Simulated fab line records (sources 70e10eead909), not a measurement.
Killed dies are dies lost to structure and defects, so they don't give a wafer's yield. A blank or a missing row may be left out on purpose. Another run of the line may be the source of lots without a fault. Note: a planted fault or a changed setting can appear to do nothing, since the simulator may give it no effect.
Chamber matching ; flow nandHarc ; NHARC_P_M0_DESCUM_14 on rieDiel-12 has 4 sister chambers
The step chemistry O2, time 3 s. 8 wafers are shown with their chamber, then 12 later ones without.

## WAFERS, EACH WITH ITS CHAMBER
wafer;chamber;showerheadPlenumPTorr (Torr);oesProductAu (a.u.)
L081.4;1;1.85;0.999
L082.3;1;1.85;1.007
L086.6;2;1.93;1.011
L085.2;2;1.92;1.006
L087.1;3;1.90;0.994
L093.1;0;1.78;1.000
L093.4;3;1.90;0.999
L093.6;0;1.78;0.978

## WAFERS WHOSE CHAMBER IS MISSING
wafer;showerheadPlenumPTorr (Torr);oesProductAu (a.u.)
L094.1;1.92;1.008
L094.3;1.90;0.992
L094.4;1.78;1.008
L095.1;1.78;0.989
L095.4;1.85;0.991
L095.5;1.90;0.995
L096.2;1.85;1.000
L096.3;1.78;1.008
L096.5;1.78;1.003
L097.2;1.89;0.997
L097.4;1.78;1.005
L097.5;1.85;0.996

## CHAMBER TAKEN BY EACH
wafer;from the rows above;in truth
L094.1;2;2
L094.3;3;3
L094.4;0;0
L095.1;0;0
L095.4;1;1
L095.5;3;3
L096.2;1;1
L096.3;0;0
L096.5;0;0
L097.2;3;3
L097.4;0;0
L097.5;1;1
Correct placement for 12 of the 12. From these rows, 0 cannot be placed. Placed wrongly: 0.
How it was worked out, from the rows above alone: a wafer's distance from a chamber is the root of the sum, over the readings, of the square of ((its reading less the chamber's mean) divided by the reading's scatter). If the next closest chamber is less than 2 further off than the closest, the wafer can't be placed; otherwise it belongs to the closest. For every chamber, the mean is computed from those of its wafers that are shown. The scatter is the square root of a quotient: the sum, over the shown wafers, of each reading's squared deviation from its chamber's mean, divided by wafers minus chambers.
